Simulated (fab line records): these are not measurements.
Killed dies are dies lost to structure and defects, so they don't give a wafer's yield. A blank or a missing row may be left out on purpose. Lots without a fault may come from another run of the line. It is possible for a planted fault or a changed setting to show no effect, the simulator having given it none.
Chamber matching :: flow n5Finfet :: N5_BEOL_M8_DESCUM_33 on rieDiel-03 has 4 sister chambers
The step chemistry O2, time 7 s. 4 wafers are shown with their chamber, then 7 later ones without.

WAFERS PAIRED WITH THEIR CHAMBERS
wafer: L076.5
chamber: 3
showerheadPlenumPTorr (Torr): 2.15

wafer: L084.4
chamber: 0
showerheadPlenumPTorr (Torr): 2.24

wafer: L087.2
chamber: 2
showerheadPlenumPTorr (Torr): 2.00

wafer: L090.4
chamber: 1
showerheadPlenumPTorr (Torr): 2.13

WAFERS WITHOUT THEIR CHAMBER
wafer: L090.5
showerheadPlenumPTorr (Torr): 2.15

wafer: L091.1
showerheadPlenumPTorr (Torr): 2.00

wafer: L091.2
showerheadPlenumPTorr (Torr): 2.13

wafer: L091.6
showerheadPlenumPTorr (Torr): 2.13

wafer: L095.2
showerheadPlenumPTorr (Torr): 2.14

wafer: L095.5
showerheadPlenumPTorr (Torr): 2.24

wafer: L095.6
showerheadPlenumPTorr (Torr): 2.12

EACH ONE'S CHAMBER
wafer: L090.5
from the rows above: 3
in truth: 3

wafer: L091.1
from the rows above: 2
in truth: 2

wafer: L091.2
from the rows above: 1
in truth: 1

wafer: L091.6
from the rows above: 1
in truth: 1

wafer: L095.2
from the rows above: can't be placed: 3 or 1
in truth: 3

wafer: L095.5
from the rows above: 0
in truth: 0

wafer: L095.6
from the rows above: 1
in truth: 1
6 of 7 placed correctly. These rows do not allow placing 1 (true chamber among the candidates in 1). Wrongly placed: 0.
How it was worked out, from the rows above alone: a wafer's distance from a chamber is the root of the sum, over the readings, of the square of ((its reading less the chamber's mean) divided by the reading's scatter). If the next closest chamber is less than 2 further off than the closest, the wafer can't be placed; otherwise it belongs to the closest. The mean given for a chamber averages the wafers shown for that chamber. The scatter: root of mean squared gap, hidden wafer to nearest shown wafer, with one shown wafer a chamber.
